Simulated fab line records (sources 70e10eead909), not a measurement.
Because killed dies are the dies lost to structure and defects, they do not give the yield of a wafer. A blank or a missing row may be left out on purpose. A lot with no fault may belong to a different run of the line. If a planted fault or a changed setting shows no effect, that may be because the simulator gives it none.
Chamber matching + flow nand harc + NHARC_A_CHANNEL_FILL_D2_ALD_14 on ald hk-01: 4 sister chambers
The step deposits SiO2, target thk 2.5 nm, pulse time 10 s, ald cycles 25. 14 wafers are shown with their chamber, then 7 later ones without.

== WAFERS WITH THEIR CHAMBER ==
| wafer  | chamber | heater power w (W) | precursor pulse height rel |
|--------|---------|--------------------|----------------------------|
| L075.1 | 3       | 463                | 0.995                      |
| L075.3 | 0       | 419                | 1.026                      |
| L075.5 | 3       | 459                | 0.967                      |
| L076.1 | 2       | 486                | 0.999                      |
| L076.4 | 3       | 487                | 0.982                      |
| L076.5 | 1       | 600                | 0.996                      |
| L078.1 | 3       | 472                | 0.968                      |
| L078.2 | 1       | 582                | 0.999                      |
| L078.3 | 0       | 413                | 0.995                      |
| L080.1 | 2       | 479                | 1.006                      |
| L080.2 | 0       | 413                | 0.993                      |
| L080.6 | 1       | 610                | 1.025                      |
| L089.1 | 3       | 486                | 1.004                      |
| L089.2 | 2       | 478                | 1.005                      |

SIGNATURES (averages over the wafers above)
| reading                    | chamber 0 | chamber 1 | chamber 2 | chamber 3 | scatter within a chamber |
|----------------------------|-----------|-----------|-----------|-----------|--------------------------|
| heater power w             | 415.00    | 597.33    | 481.00    | 473.40    | 10.6                     |
| precursor pulse height rel | 1.00467   | 1.00667   | 1.00333   | 0.98320   | 0.0151                   |
Rule: a wafer's distance from a chamber is the root of the sum, over the readings, of the square of ((its reading less the chamber's mean) divided by the reading's scatter). The wafer belongs to the nearest chamber; if the next one is less than 2 further off, it can't be placed. How the scatter is found: for the shown wafers, subtract from each reading the mean of its chamber, square and add these, divide the total by (wafers less chambers), then take the root.

== WAFERS MISSING THEIR CHAMBER ==
| wafer  | heater power w (W) | precursor pulse height rel |
|--------|--------------------|----------------------------|
| L089.6 | 480                | 1.022                      |
| L093.1 | 482                | 0.994                      |
| L093.3 | 568                | 0.988                      |
| L093.4 | 425                | 0.975                      |
| L096.1 | 468                | 0.996                      |
| L096.2 | 473                | 0.988                      |
| L096.5 | 470                | 0.979                      |

== CHAMBER TAKEN BY EACH ==
| wafer  | from the rows above     | in truth |
|--------|-------------------------|----------|
| L089.6 | can't be placed: 2 or 3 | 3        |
| L093.1 | can't be placed: 2 or 3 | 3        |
| L093.3 | 1                       | 1        |
| L093.4 | 0                       | 0        |
| L096.1 | can't be placed: 3 or 2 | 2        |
| L096.2 | can't be placed: 3 or 2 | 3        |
| L096.5 | can't be placed: 3 or 2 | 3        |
Placed correctly: 2 of 7. Unplaceable from these rows: 5, with the true chamber sitting among the candidates in 5. Number placed wrongly: 0.
